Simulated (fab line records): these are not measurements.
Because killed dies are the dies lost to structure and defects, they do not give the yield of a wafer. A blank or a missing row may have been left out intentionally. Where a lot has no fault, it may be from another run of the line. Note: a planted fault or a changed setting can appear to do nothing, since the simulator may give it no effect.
Chamber matching ; flow nand-harc ; 4 sister chambers for NHARC_A_CHANNEL_HOLE_D1_DESCUM_15 on rie-diel-10
The step chemistry O2, time 3 s. 18 wafers are shown with their chamber, then 9 later ones without.

== WAFERS WITH THEIR CHAMBER ==
wafer;chamber;showerhead-plenum-p-Torr (Torr);oes-product-au (a.u.);rf-vpp-V (V)
L286.2;3;1.92;0.983;57.5
L286.4;1;1.97;0.988;58.6
L286.5;2;1.87;0.979;56.1
L287.2;3;1.92;0.991;58.3
L287.4;2;1.87;0.966;57.4
L287.6;3;1.92;0.992;58.0
L288.1;0;2.01;1.006;58.4
L288.3;1;1.97;0.985;56.1
L288.4;2;1.87;0.985;59.0
L291.1;1;1.97;0.979;55.4
L291.5;1;1.97;0.985;58.2
L291.6;2;1.86;0.991;59.8
L293.4;3;1.92;0.994;57.9
L293.5;2;1.86;0.982;57.1
L293.6;3;1.92;0.992;58.1
L295.2;0;2.01;1.010;59.5
L295.3;2;1.86;0.989;57.3
L295.4;0;2.01;0.997;57.8

SIGNATURES, as means of the wafers listed above
reading;chamber 0;chamber 1;chamber 2;chamber 3;scatter within a chamber
showerhead-plenum-p-Torr;2.0100;1.9700;1.8650;1.9200;0.00327
oes-product-au;1.00433;0.98425;0.98200;0.99040;0.00659
rf-vpp-V;58.567;57.075;57.783;57.960;1.15
Rule: a wafer lies at a distance from a chamber equal to the root of the sum of squares, over the readings, of (its reading less the chamber's mean, divided by the reading's scatter). If the next closest chamber is less than 2 further off than the closest, the wafer can't be placed; otherwise it belongs to the closest. The scatter: take each reading less its chamber's mean, square it, sum over the shown wafers, divide by the number of wafers less the number of chambers, and take the root.

== WAFERS MISSING THEIR CHAMBER ==
wafer;showerhead-plenum-p-Torr (Torr);oes-product-au (a.u.);rf-vpp-V (V)
L298.1;2.01;1.006;58.8
L298.3;1.97;0.981;57.2
L298.6;1.97;0.986;58.9
L301.1;2.01;1.004;59.0
L301.2;1.92;0.995;56.5
L301.3;1.97;0.983;58.1
L302.2;2.01;1.001;58.0
L302.4;1.92;1.001;57.2
L302.6;1.97;0.984;56.9

== THE CHAMBER EACH PASSED THROUGH ==
wafer;from the rows above;in truth
L298.1;0;0
L298.3;1;1
L298.6;1;1
L301.1;0;0
L301.2;3;3
L301.3;1;1
L302.2;0;0
L302.4;3;3
L302.6;1;1
9 of 9 placed correctly. From these rows, 0 cannot be placed. Placed wrongly: 0.
